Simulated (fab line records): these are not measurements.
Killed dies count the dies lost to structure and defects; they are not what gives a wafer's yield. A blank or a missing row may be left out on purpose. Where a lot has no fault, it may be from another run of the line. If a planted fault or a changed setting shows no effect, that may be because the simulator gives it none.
What tool caused it? || flow n5Finfet || 12 lots, 36 wafers sampled, at 5 steps of a route of 1938

WHAT THE GAUGES SHOWED, per wafer
N5_BEOL_M4_RS_MEAS_58: uses a four-point probe to measure.
{"lot": "L075", "measured": "day 8 15:55", "on": "filmMetro-01", "M4_RS (ohm/sq)": "0.67 0.69 0.66"}
{"lot": "L077", "measured": "day 9 08:16", "on": "filmMetro-02", "M4_RS (ohm/sq)": "0.69 0.65 0.70"}
{"lot": "L079", "measured": "day 9 19:26", "on": "filmMetro-01", "M4_RS (ohm/sq)": "0.74 0.67 0.70"}
{"lot": "L081", "measured": "day 10 09:05", "on": "filmMetro-01", "M4_RS (ohm/sq)": "0.72 0.71 0.71"}
{"lot": "L082", "measured": "day 10 15:29", "on": "filmMetro-02", "M4_RS (ohm/sq)": "0.67 0.66 0.71"}
{"lot": "L085", "measured": "day 11 03:27", "on": "filmMetro-02", "M4_RS (ohm/sq)": "0.72 0.73 0.68"}
{"lot": "L088", "measured": "day 12 04:25", "on": "filmMetro-02", "M4_RS (ohm/sq)": "0.66 0.68 0.66"}
{"lot": "L089", "measured": "day 12 12:04", "on": "filmMetro-01", "M4_RS (ohm/sq)": "0.67 0.66 0.69"}
{"lot": "L091", "measured": "day 12 15:07", "on": "filmMetro-02", "M4_RS (ohm/sq)": "0.67 0.71 0.65"}
{"lot": "L092", "measured": "day 13 16:47", "on": "filmMetro-02", "M4_RS (ohm/sq)": "0.67 0.71 0.64"}
{"lot": "L095", "measured": "day 14 01:07", "on": "filmMetro-01", "M4_RS (ohm/sq)": "0.61 0.65 0.62"}
{"lot": "L097", "measured": "day 15 00:21", "on": "filmMetro-01", "M4_RS (ohm/sq)": "0.67 0.65 0.62"}

TOOL THAT RAN EACH LOT (tool first, then ch and the chambers of the sampled wafers, then the start)
{"lot": "L075", "N5_BEOL_M4_ALD_98": "aldSin-01 ch 0,2, day 8 02:07", "N5_BEOL_M4_SPUTTER_79": "pvdSputter-01, day 8 13:08", "N5_BEOL_M4_ANNEAL_82": "pvdSputter-01, day 8 13:26", "N5_BEOL_M4_CMP_52": "cmp-02 ch 0,3, day 8 15:22"}
{"lot": "L077", "N5_BEOL_M4_ALD_98": "aldSin-02 ch 0,2,3, day 8 17:49", "N5_BEOL_M4_SPUTTER_79": "pvdSputter-03, day 9 05:41", "N5_BEOL_M4_ANNEAL_82": "pvdSputter-03, day 9 05:59", "N5_BEOL_M4_CMP_52": "cmp-04 ch 1,2,3, day 9 07:43"}
{"lot": "L079", "N5_BEOL_M4_ALD_98": "aldSin-02 ch 0,1,3, day 9 10:10", "N5_BEOL_M4_SPUTTER_79": "pvdSputter-03, day 9 16:49", "N5_BEOL_M4_ANNEAL_82": "pvdSputter-03, day 9 17:07", "N5_BEOL_M4_CMP_52": "cmp-04 ch 0,1,3, day 9 18:56"}
{"lot": "L081", "N5_BEOL_M4_ALD_98": "aldSin-01 ch 1,2, day 9 22:34", "N5_BEOL_M4_SPUTTER_79": "pvdSputter-02, day 10 06:31", "N5_BEOL_M4_ANNEAL_82": "pvdSputter-02, day 10 06:49", "N5_BEOL_M4_CMP_52": "cmp-04 ch 0,1,2, day 10 08:32"}
{"lot": "L082", "N5_BEOL_M4_ALD_98": "aldSin-01 ch 1,2,3, day 10 03:23", "N5_BEOL_M4_SPUTTER_79": "pvdSputter-01, day 10 12:53", "N5_BEOL_M4_ANNEAL_82": "pvdSputter-01, day 10 13:11", "N5_BEOL_M4_CMP_52": "cmp-03 ch 0,1,2, day 10 15:00"}
{"lot": "L085", "N5_BEOL_M4_ALD_98": "aldSin-02 ch 0,1,2, day 10 16:46", "N5_BEOL_M4_SPUTTER_79": "pvdSputter-01, day 11 00:39", "N5_BEOL_M4_ANNEAL_82": "pvdSputter-01, day 11 00:57", "N5_BEOL_M4_CMP_52": "cmp-02 ch 1,2,3, day 11 02:41"}
{"lot": "L088", "N5_BEOL_M4_ALD_98": "aldSin-02 ch 0,3, day 11 10:03", "N5_BEOL_M4_SPUTTER_79": "pvdSputter-02, day 12 01:47", "N5_BEOL_M4_ANNEAL_82": "pvdSputter-02, day 12 02:05", "N5_BEOL_M4_CMP_52": "cmp-03 ch 0,2,3, day 12 03:54"}
{"lot": "L089", "N5_BEOL_M4_ALD_98": "aldSin-01 ch 0,1, day 12 02:18", "N5_BEOL_M4_SPUTTER_79": "pvdSputter-03, day 12 09:22", "N5_BEOL_M4_ANNEAL_82": "pvdSputter-03, day 12 09:40", "N5_BEOL_M4_CMP_52": "cmp-04 ch 1,2, day 12 11:31"}
{"lot": "L091", "N5_BEOL_M4_ALD_98": "aldSin-02 ch 0,1, day 12 08:45", "N5_BEOL_M4_SPUTTER_79": "pvdSputter-02, day 12 12:31", "N5_BEOL_M4_ANNEAL_82": "pvdSputter-02, day 12 12:49", "N5_BEOL_M4_CMP_52": "cmp-02 ch 0,3, day 12 14:34"}
{"lot": "L092", "N5_BEOL_M4_ALD_98": "aldSin-03 ch 0,1,2, day 12 23:25", "N5_BEOL_M4_SPUTTER_79": "pvdSputter-01, day 13 14:04", "N5_BEOL_M4_ANNEAL_82": "pvdSputter-01, day 13 14:22", "N5_BEOL_M4_CMP_52": "cmp-03 ch 1,2,3, day 13 16:09"}
{"lot": "L095", "N5_BEOL_M4_ALD_98": "aldSin-03 ch 0,1,3, day 13 14:46", "N5_BEOL_M4_SPUTTER_79": "pvdSputter-02, day 13 22:32", "N5_BEOL_M4_ANNEAL_82": "pvdSputter-02, day 13 22:50", "N5_BEOL_M4_CMP_52": "cmp-03 ch 0,3, day 14 00:34"}
{"lot": "L097", "N5_BEOL_M4_ALD_98": "aldSin-03 ch 1,3, day 13 23:32", "N5_BEOL_M4_SPUTTER_79": "pvdSputter-02, day 14 21:04", "N5_BEOL_M4_ANNEAL_82": "pvdSputter-02, day 14 21:22", "N5_BEOL_M4_CMP_52": "cmp-03 ch 0,2, day 14 23:36"}
- N5_BEOL_M4_ALD_98: deposits SiO2, target thk 2.5 nm, pulse time 1 s, co reactant pulse time 1 s.
- N5_BEOL_M4_SPUTTER_79: material Cu, target thk 4.5 nm, time 8.29 s.
- N5_BEOL_M4_ANNEAL_82: time 240 s.
- N5_BEOL_M4_CMP_52: polishes, stops on SiOC, t overpolish 6.8 s, target thk 40 nm.

THE ANSWER, worked out from the rows above alone
Rule: the lots themselves supply what counts as usual. Put in order of their means at a reading, lots are off if they are a third of the lots or fewer, leave a main group of 4 or more, and stand apart from it by a gap of 3 or more times the standard deviation of the main group's means; of several such gaps the widest counts. The tables above print the reading to a certain number of digits; a main group whose means all agree to those digits is not used. Also off: a lot with no number at a reading for which 4 or more lots have one. Any other lot the step has rows for is counted as sound.
None of the lots is off at any reading shown; this tells nothing.

WHAT THE SIMULATOR HAD PUT IN
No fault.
